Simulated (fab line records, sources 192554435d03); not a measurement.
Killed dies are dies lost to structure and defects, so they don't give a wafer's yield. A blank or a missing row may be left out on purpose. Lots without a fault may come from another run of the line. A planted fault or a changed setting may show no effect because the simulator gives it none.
A struck lot beside a sound one | flow n5_finfet | 22 steps out of a route of 1938
Sound: wafers L173.2, L173.4, L173.6. Struck: wafers L177.3, L177.4. (L177.1 of the same lot was not struck and is left out.) The cause comes at the end.
At each step with rows: each side's tool, then ch and its chambers, then its first start. Under that, the readings that differ: sound wafers | struck wafers | difference of the means | sigmas: that difference in standard deviations of wafers without a fault.
alike: readings whose means differ by less than 2 such deviations, and words and numbers that are the same on both sides. not compared: withheld readings, readings that some wafer has no value for, bounds like >300 that may hide the same value, and numbers for which the record gives no deviation and whose values overlap.
The two part at a step that has a row with sigmas, a row that says differs or no value, or rows on one side only. Numbers that don't overlap but have no deviation are shown without sigmas and don't part them. A reading that every wafer of one side lacks parts them only if that side has two wafers or more.

first, 4 steps without rows for these wafers: N5_DUMMY_REMOVAL_PRECLEAN_04 (cleans in DHF, time 37 s); N5_DUMMY_REMOVAL_SRD_05 (time 30 s); N5_HKMG_FIN_IL_REGROW_00 (material SiO2, chemistry O3, target thk 0.75 nm, time 30 s); N5_HKMG_FIN_HK_ALD_01 (deposits HfO2, target thk 1.6 nm, pulse time 3 s, purge time 3 s).
N5_HKMG_FIN_HK_ANNEAL_02: time 30 s.
  sound on rtp_anneal-02 ch 0, day 5 13:53; struck on rtp_anneal-02 ch 0, day 6 13:16
  alike: lamp_power_pct, lamp_zone_2_pct, lamp_zone_4_pct, lamp_zone_5_pct, wafer_temp_C_max
N5_HKMG_FIN_ALD_74: deposits La2O3, target thk 0.5 nm, pulse time 6 s, co reactant pulse time 1 s.
  sound on ald_hk-01 ch 1,2, day 5 14:04; struck on ald_hk-02 ch 2,3, day 6 13:29
  alike: heater_power_w, precursor_pulse_height_rel
  not compared: since_wet_clean_h
N5_HKMG_FIN_ALD_75: deposits Al2O3, target thk 1 nm, co reactant pulse time 1 s.
  sound on ald_hk-01 ch 1,2, day 5 14:09; struck on ald_hk-02 ch 2,3, day 6 13:34
  alike: heater_power_w, precursor_pulse_height_rel
then, 5 steps without rows for these wafers: N5_HKMG_FIN_COAT_41 (time 60 s, resist thk 300 nm); N5_HKMG_FIN_COAT_42 (time 60 s, resist thk 35 nm); N5_HKMG_FIN_COAT_43 (resist thk 90 nm); N5_HKMG_FIN_EBR_45; N5_HKMG_FIN_SOFTBAKE_44 (time 60 s).
N5_HKMG_FIN_EXPOSE_46: exposes mask NDIPOLE.
  sound on arfi_scanner-01 ch 0, day 5 14:22; struck on arfi_scanner-01 ch 0, day 6 13:55
  reading               | sound                | struck        | difference | sigmas
  stage_vel_mm_s (mm/s) | 499.64 499.96 499.71 | 500.36 500.26 | +0.54      | +2
  alike: mask, reticle_temp_C
then, 2 steps without rows for these wafers: N5_HKMG_FIN_PEB_47 (peb time 60 s); N5_HKMG_FIN_DEVELOP_48 (develop time 30 s).
N5_HKMG_FIN_CD_MEAS_49: target cd 202 nm.
  sound on cd_sem-03 ch 0, day 5 14:29; struck on cd_sem-02 ch 0, day 6 14:02
  reading    | sound             | struck      | difference | sigmas
  cd_nm (nm) | 202.8 202.4 201.6 | 214.8 214.5 | +12.4      | +19
N5_HKMG_FIN_OVL_MEAS_50:
  sound on overlay-02 ch 0, day 5 14:31; struck on overlay-01 ch 0, day 6 14:04
  alike: NDIPOLE_OVL
N5_HKMG_FIN_INSPECT_61: inspects for defects (macro).
  sound on defect_inspect-01, day 5 14:32; struck on defect_inspect-01, day 6 14:05
  alike: raw_defect_count
N5_HKMG_FIN_DESCUM_53: chemistry O2, time 7.9 s.
  sound on rie_diel-01 ch 1,2, day 5 14:54; struck on rie_diel-02 ch 0,3, day 6 14:07
  reading               | sound          | struck    | difference | sigmas
  oes_product_au (a.u.) | 0.82 0.99 0.83 | 0.78 0.75 | -0.11      | -2
  alike: bias_power_w, drypump_motor_current_A, rf_vpp_V, showerhead_plenum_p_Torr, throttle_valve_pct
  not compared: rf_hours_counter_h
N5_HKMG_FIN_ETCH_54: etches SiARC in CF4, target depth 45.5 nm, time 75.8 s.
  sound on rie_diel-01 ch 1,2, day 5 14:56; struck on rie_diel-02 ch 0,3, day 6 14:09
  reading                          | sound          | struck    | difference | sigmas
  oes_product_au (a.u.)            | 0.71 0.83 0.71 | 0.67 0.64 | -0.09      | -2
  model.HKMG_FIN.cd_offset_nm (nm) | 0.8 0.2 -0.2   | 12.6 11.8 | +11.9      |
  alike: drypump_motor_current_A, etch_rf_on_time_s, rf_vpp_V, showerhead_plenum_p_Torr, throttle_valve_pct
  not compared: rf_hours_counter_h
N5_HKMG_FIN_ETCH_55: etches SOC in N2/H2, target depth 240 nm, time 300 s.
  sound on rie_diel-01 ch 1,2, day 5 14:59; struck on rie_diel-02 ch 0,3, day 6 14:13
  reading               | sound          | struck    | difference | sigmas
  oes_product_au (a.u.) | 0.83 0.99 0.83 | 0.78 0.75 | -0.12      | -2
  alike: drypump_motor_current_A, rf_vpp_V, showerhead_plenum_p_Torr, throttle_valve_pct
  not compared: rf_hours_counter_h
-- the record jumps here: 10 days lie between the struck wafers' starts before and after (it left off in module HKMG_FIN and takes up again in module PASSIVATION, whose first step shown is number 1936 of the route) --
N5_PASSIVATION_PROBE_49:
  sound on prober-02, day 14 13:49; struck on prober-01, day 16 10:15
  reading      | sound    | struck | difference | sigmas
  killed_short | 19 28 27 | 47 37  | +17        | +2
  alike: killed_at_M0_to_M3, killed_at_M4_up, killed_at_contacts, killed_at_front_end, killed_at_other, killed_dies, killed_open

WHERE THEY PART
First at N5_HKMG_FIN_EXPOSE_46; last, within this record, at N5_PASSIVATION_PROBE_49.

WHY: what the simulator had put in
Process parameter drift: arfi_scanner-01, from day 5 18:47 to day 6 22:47, at N5_HKMG_FIN_EXPOSE_46. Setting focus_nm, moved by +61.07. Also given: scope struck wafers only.
